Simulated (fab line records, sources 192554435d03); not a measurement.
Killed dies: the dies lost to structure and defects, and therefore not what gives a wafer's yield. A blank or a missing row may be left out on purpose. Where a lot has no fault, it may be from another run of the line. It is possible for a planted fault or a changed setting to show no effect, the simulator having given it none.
Which of the tools did it?    flow n5_finfet    24 lots with 72 wafers sampled at 4 steps, on a route of 1938 steps

## WHAT THE GAUGES SHOWED, per wafer
N5_MOL_CONTACT_COAG_OVL_MEAS_09. Usual: CA_OVL 0.3 nm, standard deviation 0.74.
lot   measured      on          CA_OVL (nm)     flag
L074  day 4 12:59   overlay-02  1.1 1.2 0.3     
L075  day 4 21:33   overlay-01  0.0 -0.4 -1.1   
L076  day 5 03:38   overlay-01  0.8 -0.2 0.9    
L077  day 5 11:15   overlay-01  0.8 1.5 0.5     
L078  day 5 19:47   overlay-01  1.2 0.6 -0.3    
L079  day 5 21:55   overlay-01  -0.9 -1.3 -0.2  
L080  day 6 03:14   overlay-01  0.5 0.0 0.0     
L081  day 6 08:13   overlay-01  -0.5 0.1 -0.7   
L082  day 6 17:27   overlay-01  0.7 2.1 0.7     
L083  day 6 22:58   overlay-01  1.7 0.4 1.1     
L084  day 7 08:11   overlay-01  1.4 0.4 0.2     
L085  day 7 10:38   overlay-01  -0.7 0.1 -0.7   
L087  day 8 03:21   overlay-01  1.1 -0.6 0.0    
L086  day 8 05:10   overlay-01  0.5 0.9 0.1     
L088  day 8 05:47   overlay-01  0.1 1.1 -0.3    
L089  day 8 14:08   overlay-01  -0.1 0.8 0.0    
L090  day 8 15:14   overlay-01  0.8 -0.2 0.1    
L091  day 9 00:19   overlay-01  0.1 1.5 0.3     
L092  day 9 08:23   overlay-01  0.2 0.2 0.0     
L093  day 9 14:29   overlay-01  -0.2 -1.8 1.0   
L094  day 9 20:23   overlay-01  0.4 0.9 0.4     
L095  day 10 01:43  overlay-01  0.3 -0.1 -0.4   
L096  day 10 03:34  overlay-01  -0.8 0.6 -1.1   
L097  day 10 14:35  overlay-01  -0.5 -0.5 -1.2  

N5_MOL_CONTACT_COAG_CD_MEAS_137: target cd 16 nm. Usual: cd_nm reads 15.9 nm (standard deviation 0.34).
lot   measured      on         cd_nm (nm)      flag
L074  day 5 06:47   cd_sem-01  16.0 15.6 15.8  
L075  day 5 08:05   cd_sem-01  16.1 16.0 16.3  
L076  day 5 15:20   cd_sem-01  16.0 15.7 16.3  
L077  day 6 01:37   cd_sem-01  15.2 16.2 15.8  
L078  day 6 07:19   cd_sem-01  15.7 16.2 16.1  
L079  day 6 09:59   cd_sem-02  16.0 16.6 16.4  
L080  day 6 12:58   cd_sem-02  16.3 16.1 16.4  
L081  day 6 19:05   cd_sem-02  15.3 16.2 16.2  
L082  day 7 05:50   cd_sem-03  15.9 15.7 15.6  
L083  day 7 11:35   cd_sem-03  16.4 15.6 16.0  
L084  day 7 22:11   cd_sem-02  15.7 16.1 16.2  
L085  day 8 01:14   cd_sem-03  15.8 15.6 15.6  
L087  day 8 20:25   cd_sem-01  15.7 16.0 16.2  
L086  day 8 23:28   cd_sem-02  15.4 16.2 15.2  
L088  day 8 21:20   cd_sem-01  15.4 15.6 16.0  
L089  day 9 04:27   cd_sem-01  16.1 15.9 15.8  
L090  day 9 07:11   cd_sem-02  16.1 15.3 15.4  
L091  day 9 11:34   cd_sem-01  15.8 15.7 16.0  
L092  day 9 19:38   cd_sem-02  16.4 16.2 16.1  
L093  day 10 01:13  cd_sem-02  15.7 16.0 15.8  
L094  day 10 08:12  cd_sem-03  15.8 15.7 15.8  
L095  day 10 11:26  cd_sem-03  15.7 15.6 16.3  
L096  day 10 14:25  cd_sem-03  15.1 16.0 15.8  
L097  day 11 02:10  cd_sem-03  15.3 16.3 15.7  

N5_MOL_CONTACT_COAG_INSPECT_42: inspects for defects (brightfield). Usual: raw_defect_count reads 196 (standard deviation 60).
lot   measured      on                 raw_defect_count  flag
L074  day 5 07:11   defect_inspect-02  165 130 164       
L075  day 5 08:29   defect_inspect-01  97 147 111        
L076  day 5 15:52   defect_inspect-02  259 178 206       
L077  day 6 02:10   defect_inspect-01  312 196 284       
L078  day 6 07:43   defect_inspect-02  202 198 229       
L079  day 6 10:23   defect_inspect-01  201 136 189       
L080  day 6 13:30   defect_inspect-02  96 222 113        
L081  day 6 19:37   defect_inspect-01  250 235 116       
L082  day 7 06:16   defect_inspect-02  182 138 150       
L083  day 7 12:07   defect_inspect-02  162 174 224       
L084  day 7 22:35   defect_inspect-01  178 288 247       
L085  day 8 01:38   defect_inspect-02  119 142 165       
L087  day 8 20:57   defect_inspect-01  298 251 176       
L086  day 9 00:01   defect_inspect-02  150 179 220       
L088  day 8 21:46   defect_inspect-02  174 198 235       
L089  day 9 04:59   defect_inspect-02  179 240 216       
L090  day 9 07:43   defect_inspect-02  184 248 155       
L091  day 9 11:58   defect_inspect-02  186 210 234       
L092  day 9 20:02   defect_inspect-02  281 397 355       
L093  day 10 01:37  defect_inspect-02  155 235 192       
L094  day 10 08:46  defect_inspect-01  141 107 103       
L095  day 10 11:51  defect_inspect-01  157 152 235       
L096  day 10 14:50  defect_inspect-02  167 158 198       
L097  day 11 02:41  defect_inspect-01  220 308 244       

## EACH LOT AND THE TOOL THAT RAN IT (in order: tool; ch and the chambers of the sampled wafers; start)
lot   N5_MOL_CONTACT_COAG_ALD_131
L074  ald_sin-03 ch 0,1,2, day 5 05:46
L075  ald_sin-03 ch 1,2, day 5 07:25
L076  ald_sin-02 ch 0,3, day 5 14:40
L077  ald_sin-03 ch 0,1,3, day 6 00:57
L078  ald_sin-03 ch 1,2,3, day 6 06:38
L079  ald_sin-02 ch 0,1, day 6 09:19
L080  ald_sin-04 ch 0,1,2, day 6 12:17
L081  ald_sin-03 ch 0,1,3, day 6 18:25
L082  ald_sin-03 ch 0,2,3, day 7 05:02
L083  ald_sin-03 ch 0,2, day 7 10:47
L084  ald_sin-03 ch 0,2,3, day 7 21:25
L085  ald_sin-03 ch 0,1, day 8 00:31
L087  ald_sin-02 ch 1,2,3, day 8 19:39
L086  ald_sin-04 ch 1,2, day 8 22:48
L088  ald_sin-02 ch 1,3, day 8 20:39
L089  ald_sin-04 ch 1,2,3, day 9 03:43
L090  ald_sin-02 ch 0,3, day 9 06:31
L091  ald_sin-04 ch 0,1,3, day 9 10:53
L092  ald_sin-03 ch 2,3, day 9 18:57
L093  ald_sin-02 ch 0,2,3, day 10 00:32
L094  ald_sin-02 ch 0,2,3, day 10 07:23
L095  ald_sin-03 ch 0,1, day 10 10:38
L096  ald_sin-04 ch 0,1,3, day 10 13:45
L097  ald_sin-04 ch 0,2, day 11 01:25
- N5_MOL_CONTACT_COAG_ALD_131: deposits SiO2, target thk 5 nm, pulse time 1 s, co reactant pulse time 1 s.

## WHAT THE TOOLS THEMSELVES READ (means of the sampled wafers that have a number; where no wafer has one, the mark that the record gives instead)
N5_MOL_CONTACT_COAG_ALD_131. Usual: heater_power_w 81 W, standard deviation 7; precursor_pulse_height_rel 1.001, standard deviation 0.019.
lot   tool        heater_power_w (W)  precursor_pulse_height_rel  flag
L074  ald_sin-03  81                  0.999                       
L075  ald_sin-03  85                  1.019                       
L076  ald_sin-02  83                  0.998                       
L077  ald_sin-03  82                  0.988                       
L078  ald_sin-03  87                  1.003                       
L079  ald_sin-02  71                  1.018                       
L080  ald_sin-04  82                  0.984                       
L081  ald_sin-03  81                  0.999                       
L082  ald_sin-03  82                  1.001                       
L083  ald_sin-03  76                  1.006                       
L084  ald_sin-03  82                  1.009                       
L085  ald_sin-03  83                  0.994                       
L087  ald_sin-02  80                  0.993                       
L086  ald_sin-04  79                  0.987                       
L088  ald_sin-02  74                  1.014                       
L089  ald_sin-04  82                  0.992                       
L090  ald_sin-02  84                  1.004                       
L091  ald_sin-04  84                  1.010                       
L092  ald_sin-03  86                  0.986                       
L093  ald_sin-02  84                  1.002                       
L094  ald_sin-02  83                  1.010                       
L095  ald_sin-03  72                  0.998                       
L096  ald_sin-04  84                  1.018                       
L097  ald_sin-04  83                  0.986                       

## THE ANSWER, worked out from the rows above alone
Rule: a lot is off if the mean of its wafers that have a number lies more than 3 standard deviations from the usual mean. A lot without any number at a reading at which 4 lots or more have one is off too. All remaining lots with rows at the step are treated as sound. The gauges are gone through in route order, then the tools' own readings, and for those a lot's mean is taken as printed above. The first step at which some lot is off is used, and at that step the reading that is off furthest; a lot without a number counts as furthest.
None of the lots is off at any reading shown; this tells nothing.

## WHAT THE SIMULATOR PUT IN
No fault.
